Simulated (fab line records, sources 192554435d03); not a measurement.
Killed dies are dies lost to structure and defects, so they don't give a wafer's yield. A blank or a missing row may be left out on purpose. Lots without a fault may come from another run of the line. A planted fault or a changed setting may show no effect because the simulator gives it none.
Which tool did it? | flow n5_finfet | 24 lots, 72 wafers sampled, at 6 steps of a route of 1938

WHAT THE GAUGES READ, wafer by wafer
N5_BEOL_M3_INSPECT_13: inspects for defects (brightfield).
lot  | measured     | on                | raw_defect_count
L074 | day 7 03:35  | defect_inspect-02 | 419 280 321
L075 | day 7 11:29  | defect_inspect-02 | 429 351 430
L076 | day 7 19:50  | defect_inspect-01 | 313 321 275
L078 | day 7 19:52  | defect_inspect-01 | 449 282 289
L077 | day 7 19:55  | defect_inspect-02 | 664 522 605
L079 | day 8 08:18  | defect_inspect-02 | 488 499 367
L080 | day 8 11:52  | defect_inspect-01 | 467 358 383
L081 | day 8 18:21  | defect_inspect-01 | 425 534 409
L082 | day 9 02:59  | defect_inspect-02 | 466 372 379
L083 | day 9 09:01  | defect_inspect-01 | 405 336 334
L084 | day 9 15:18  | defect_inspect-02 | 412 396 351
L085 | day 9 18:59  | defect_inspect-02 | 292 466 469
L086 | day 9 22:12  | defect_inspect-01 | 464 454 403
L087 | day 10 02:40 | defect_inspect-02 | 395 394 383
L088 | day 10 06:44 | defect_inspect-01 | 290 285 297
L089 | day 11 01:59 | defect_inspect-02 | 393 455 356
L090 | day 11 03:41 | defect_inspect-01 | 276 420 271
L092 | day 11 17:35 | defect_inspect-02 | 271 505 417
L091 | day 11 23:27 | defect_inspect-02 | 426 411 450
L093 | day 12 05:44 | defect_inspect-02 | 393 366 365
L094 | day 12 06:08 | defect_inspect-02 | 457 565 524
L095 | day 12 12:31 | defect_inspect-01 | 362 360 407
L097 | day 12 13:46 | defect_inspect-01 | 344 297 347
L096 | day 12 13:51 | defect_inspect-01 | 425 478 477

WHICH TOOL RAN EACH LOT (tool, then ch and the chambers of the sampled wafers, then the start)
lot  | N5_BEOL_M2_ANNEAL_87         | N5_BEOL_M2_SPUTTER_90        | N5_BEOL_M2_ANNEAL_93         | N5_BEOL_M2_PRE_CLEAN_60          | N5_BEOL_M2_CO_CAP_55
L074 | pvd_sputter-01, day 6 23:04  | pvd_sputter-01, day 6 23:27  | pvd_sputter-01, day 6 23:46  | cvd_co-01 ch 0,1, day 7 01:02    | cvd_co-01 ch 0,1, day 7 01:05
L075 | pvd_sputter-03, day 7 08:10  | pvd_sputter-03, day 7 08:31  | pvd_sputter-03, day 7 08:49  | cvd_co-02 ch 0,1,2, day 7 10:00  | cvd_co-02 ch 0,1,2, day 7 10:02
L076 | pvd_sputter-02, day 7 13:04  | pvd_sputter-02, day 7 13:25  | pvd_sputter-02, day 7 13:43  | cvd_co-02 ch 1,2, day 7 14:56    | cvd_co-02 ch 1,2, day 7 14:59
L078 | pvd_sputter-03, day 7 13:07  | pvd_sputter-03, day 7 13:28  | pvd_sputter-03, day 7 13:46  | cvd_co-01 ch 0,1,2, day 7 15:07  | cvd_co-01 ch 0,1,2, day 7 15:09
L077 | pvd_sputter-01, day 7 13:16  | pvd_sputter-01, day 7 13:38  | pvd_sputter-01, day 7 13:56  | cvd_co-02 ch 0,1,2, day 7 15:11  | cvd_co-02 ch 0,1,2, day 7 15:13
L079 | pvd_sputter-02, day 8 05:02  | pvd_sputter-02, day 8 05:24  | pvd_sputter-02, day 8 05:42  | cvd_co-02 ch 0,2, day 8 06:53    | cvd_co-02 ch 0,2, day 8 06:56
L080 | pvd_sputter-02, day 8 08:53  | pvd_sputter-02, day 8 09:14  | pvd_sputter-02, day 8 09:32  | cvd_co-02 ch 0,1,2, day 8 10:49  | cvd_co-02 ch 0,1,2, day 8 10:51
L081 | pvd_sputter-02, day 8 14:59  | pvd_sputter-02, day 8 15:21  | pvd_sputter-02, day 8 15:39  | cvd_co-02 ch 0,2, day 8 16:55    | cvd_co-02 ch 0,2, day 8 16:57
L082 | pvd_sputter-01, day 8 19:43  | pvd_sputter-01, day 8 20:05  | pvd_sputter-01, day 8 20:23  | cvd_co-01 ch 0,1,2, day 8 22:13  | cvd_co-01 ch 0,1,2, day 8 22:15
L083 | pvd_sputter-02, day 9 04:35  | pvd_sputter-02, day 9 04:56  | pvd_sputter-02, day 9 05:14  | cvd_co-02 ch 0,1,2, day 9 06:25  | cvd_co-02 ch 0,1,2, day 9 06:28
L084 | pvd_sputter-01, day 9 11:46  | pvd_sputter-01, day 9 12:08  | pvd_sputter-01, day 9 12:26  | cvd_co-02 ch 0,1,2, day 9 13:37  | cvd_co-02 ch 0,1,2, day 9 13:40
L085 | pvd_sputter-01, day 9 15:49  | pvd_sputter-01, day 9 16:10  | pvd_sputter-01, day 9 16:28  | cvd_co-01 ch 0,1,2, day 9 17:40  | cvd_co-01 ch 0,1,2, day 9 17:42
L086 | pvd_sputter-01, day 9 17:39  | pvd_sputter-01, day 9 18:01  | pvd_sputter-01, day 9 18:19  | cvd_co-01 ch 0,1,2, day 9 19:47  | cvd_co-01 ch 0,1,2, day 9 19:50
L087 | pvd_sputter-03, day 9 23:54  | pvd_sputter-03, day 10 00:16 | pvd_sputter-03, day 10 00:34 | cvd_co-02 ch 0,1,2, day 10 01:44 | cvd_co-02 ch 0,1,2, day 10 01:47
L088 | pvd_sputter-02, day 10 03:15 | pvd_sputter-02, day 10 03:37 | pvd_sputter-02, day 10 03:55 | cvd_co-01 ch 0,1, day 10 05:06   | cvd_co-01 ch 0,1, day 10 05:08
L089 | pvd_sputter-01, day 10 20:38 | pvd_sputter-01, day 10 21:00 | pvd_sputter-01, day 10 21:18 | cvd_co-01 ch 0,1, day 10 22:37   | cvd_co-01 ch 0,1, day 10 22:40
L090 | pvd_sputter-02, day 11 00:03 | pvd_sputter-02, day 11 00:25 | pvd_sputter-02, day 11 00:43 | cvd_co-01 ch 0,1,2, day 11 01:53 | cvd_co-01 ch 0,1,2, day 11 01:56
L092 | pvd_sputter-01, day 11 13:47 | pvd_sputter-01, day 11 14:08 | pvd_sputter-01, day 11 14:26 | cvd_co-01 ch 0,2, day 11 15:41   | cvd_co-01 ch 0,2, day 11 15:44
L091 | pvd_sputter-02, day 11 19:40 | pvd_sputter-02, day 11 20:01 | pvd_sputter-02, day 11 20:19 | cvd_co-02 ch 0,1,2, day 11 21:43 | cvd_co-02 ch 0,1,2, day 11 21:45
L093 | pvd_sputter-01, day 12 00:41 | pvd_sputter-01, day 12 01:02 | pvd_sputter-01, day 12 01:20 | cvd_co-02 ch 0,1,2, day 12 02:32 | cvd_co-02 ch 0,1,2, day 12 02:34
L094 | pvd_sputter-03, day 12 02:43 | pvd_sputter-03, day 12 03:05 | pvd_sputter-03, day 12 03:23 | cvd_co-01 ch 1,2, day 12 04:34   | cvd_co-01 ch 1,2, day 12 04:37
L095 | pvd_sputter-03, day 12 07:38 | pvd_sputter-03, day 12 07:59 | pvd_sputter-03, day 12 08:17 | cvd_co-01 ch 1,2, day 12 09:29   | cvd_co-01 ch 1,2, day 12 09:31
L097 | pvd_sputter-03, day 12 10:32 | pvd_sputter-03, day 12 10:54 | pvd_sputter-03, day 12 11:12 | cvd_co-02 ch 0,1,2, day 12 12:23 | cvd_co-02 ch 0,1,2, day 12 12:25
L096 | pvd_sputter-02, day 12 10:43 | pvd_sputter-02, day 12 11:04 | pvd_sputter-02, day 12 11:22 | cvd_co-02 ch 0,2, day 12 12:33   | cvd_co-02 ch 0,2, day 12 12:35
- N5_BEOL_M2_ANNEAL_87: time 240 s.
- N5_BEOL_M2_SPUTTER_90: material Cu, target thk 4.5 nm, time 8.29 s.
- N5_BEOL_M2_ANNEAL_93: time 240 s.
- N5_BEOL_M2_PRE_CLEAN_60: time 15 s.
- N5_BEOL_M2_CO_CAP_55: material Co, precursor CCTBA/H2, target thk 2 nm, time 102.1 s.

WHAT THE TOOLS THEMSELVES READ (means of the sampled wafers that have a number; where no wafer has one, the mark that the record gives instead)
N5_BEOL_M2_ANNEAL_87.
lot  | tool           | heater_power_w (W)
L074 | pvd_sputter-01 | 790
L075 | pvd_sputter-03 | 825
L076 | pvd_sputter-02 | 833
L078 | pvd_sputter-03 | 837
L077 | pvd_sputter-01 | 780
L079 | pvd_sputter-02 | 898
L080 | pvd_sputter-02 | 874
L081 | pvd_sputter-02 | 839
L082 | pvd_sputter-01 | 808
L083 | pvd_sputter-02 | 841
L084 | pvd_sputter-01 | 847
L085 | pvd_sputter-01 | 766
L086 | pvd_sputter-01 | 778
L087 | pvd_sputter-03 | 840
L088 | pvd_sputter-02 | 920
L089 | pvd_sputter-01 | 846
L090 | pvd_sputter-02 | 896
L092 | pvd_sputter-01 | 873
L091 | pvd_sputter-02 | 858
L093 | pvd_sputter-01 | 770
L094 | pvd_sputter-03 | 830
L095 | pvd_sputter-03 | 825
L097 | pvd_sputter-03 | 836
L096 | pvd_sputter-02 | 914

N5_BEOL_M2_SPUTTER_90.
lot  | tool           | throttle_valve_pct (%)
L074 | pvd_sputter-01 | 30.3
L075 | pvd_sputter-03 | 29.9
L076 | pvd_sputter-02 | 28.9
L078 | pvd_sputter-03 | 30.1
L077 | pvd_sputter-01 | 28.4
L079 | pvd_sputter-02 | 28.9
L080 | pvd_sputter-02 | 28.5
L081 | pvd_sputter-02 | 29.3
L082 | pvd_sputter-01 | 28.2
L083 | pvd_sputter-02 | 29.5
L084 | pvd_sputter-01 | 29.5
L085 | pvd_sputter-01 | 29.5
L086 | pvd_sputter-01 | 28.7
L087 | pvd_sputter-03 | 29.6
L088 | pvd_sputter-02 | 28.1
L089 | pvd_sputter-01 | 28.8
L090 | pvd_sputter-02 | 28.9
L092 | pvd_sputter-01 | 30.7
L091 | pvd_sputter-02 | 29.7
L093 | pvd_sputter-01 | 28.4
L094 | pvd_sputter-03 | 29.7
L095 | pvd_sputter-03 | 30.0
L097 | pvd_sputter-03 | 30.0
L096 | pvd_sputter-02 | 29.4

N5_BEOL_M2_ANNEAL_93.
lot  | tool           | heater_power_w (W)
L074 | pvd_sputter-01 | 812
L075 | pvd_sputter-03 | 837
L076 | pvd_sputter-02 | 835
L078 | pvd_sputter-03 | 837
L077 | pvd_sputter-01 | 770
L079 | pvd_sputter-02 | 892
L080 | pvd_sputter-02 | 884
L081 | pvd_sputter-02 | 854
L082 | pvd_sputter-01 | 815
L083 | pvd_sputter-02 | 841
L084 | pvd_sputter-01 | 857
L085 | pvd_sputter-01 | 751
L086 | pvd_sputter-01 | 769
L087 | pvd_sputter-03 | 839
L088 | pvd_sputter-02 | 920
L089 | pvd_sputter-01 | 846
L090 | pvd_sputter-02 | 894
L092 | pvd_sputter-01 | 882
L091 | pvd_sputter-02 | 863
L093 | pvd_sputter-01 | 773
L094 | pvd_sputter-03 | 844
L095 | pvd_sputter-03 | 834
L097 | pvd_sputter-03 | 840
L096 | pvd_sputter-02 | 909

N5_BEOL_M2_PRE_CLEAN_60.
lot  | tool      | heater_power_w (W)
L074 | cvd_co-01 | 81
L075 | cvd_co-02 | 88
L076 | cvd_co-02 | 81
L078 | cvd_co-01 | 82
L077 | cvd_co-02 | 90
L079 | cvd_co-02 | 94
L080 | cvd_co-02 | 90
L081 | cvd_co-02 | 94
L082 | cvd_co-01 | 82
L083 | cvd_co-02 | 91
L084 | cvd_co-02 | 90
L085 | cvd_co-01 | 83
L086 | cvd_co-01 | 83
L087 | cvd_co-02 | 90
L088 | cvd_co-01 | 81
L089 | cvd_co-01 | 74
L090 | cvd_co-01 | 83
L092 | cvd_co-01 | 92
L091 | cvd_co-02 | 90
L093 | cvd_co-02 | 90
L094 | cvd_co-01 | 84
L095 | cvd_co-01 | 75
L097 | cvd_co-02 | 90
L096 | cvd_co-02 | 104

N5_BEOL_M2_CO_CAP_55.
lot  | tool      | chamber_pressure_Torr (Torr) | heater_power_w (W)
L074 | cvd_co-01 | 30.03                        | 230
L075 | cvd_co-02 | 30.00                        | 243
L076 | cvd_co-02 | 30.04                        | 237
L078 | cvd_co-01 | 29.98                        | 230
L077 | cvd_co-02 | 30.00                        | 240
L079 | cvd_co-02 | 30.07                        | 243
L080 | cvd_co-02 | 30.02                        | 243
L081 | cvd_co-02 | 29.97                        | 248
L082 | cvd_co-01 | 30.01                        | 235
L083 | cvd_co-02 | 29.96                        | 241
L084 | cvd_co-02 | 30.04                        | 245
L085 | cvd_co-01 | 30.02                        | 234
L086 | cvd_co-01 | 29.99                        | 230
L087 | cvd_co-02 | 29.97                        | 236
L088 | cvd_co-01 | 29.93                        | 231
L089 | cvd_co-01 | 29.99                        | 221
L090 | cvd_co-01 | 30.02                        | 232
L092 | cvd_co-01 | 30.05                        | 244
L091 | cvd_co-02 | 29.99                        | 244
L093 | cvd_co-02 | 29.99                        | 242
L094 | cvd_co-01 | 29.95                        | 236
L095 | cvd_co-01 | 30.05                        | 221
L097 | cvd_co-02 | 30.02                        | 243
L096 | cvd_co-02 | 30.05                        | 259

THE ANSWER, worked out from the rows above alone
Rule: what is usual is taken from the lots themselves. Put in order of their means at a reading, lots are off if they are a third of the lots or fewer, leave a main group of 4 or more, and stand apart from it by a gap of 3 or more times the standard deviation of the main group's means; of several such gaps the widest counts. A main group whose means are all the same, to the digits that the tables above print for the reading, isn't used. A lot without any number at a reading at which 4 lots or more have one is off too. The other lots that the step has rows for count as sound. The gauges are gone through in route order, then the tools' own readings, and for those a lot's mean is taken as printed above. The first step at which some lot is off is used, and at that step the reading that is off furthest; a lot without a number counts as furthest.
No lot is off at any reading shown: from this, nothing can be told.

WHAT THE SIMULATOR HAD PUT IN
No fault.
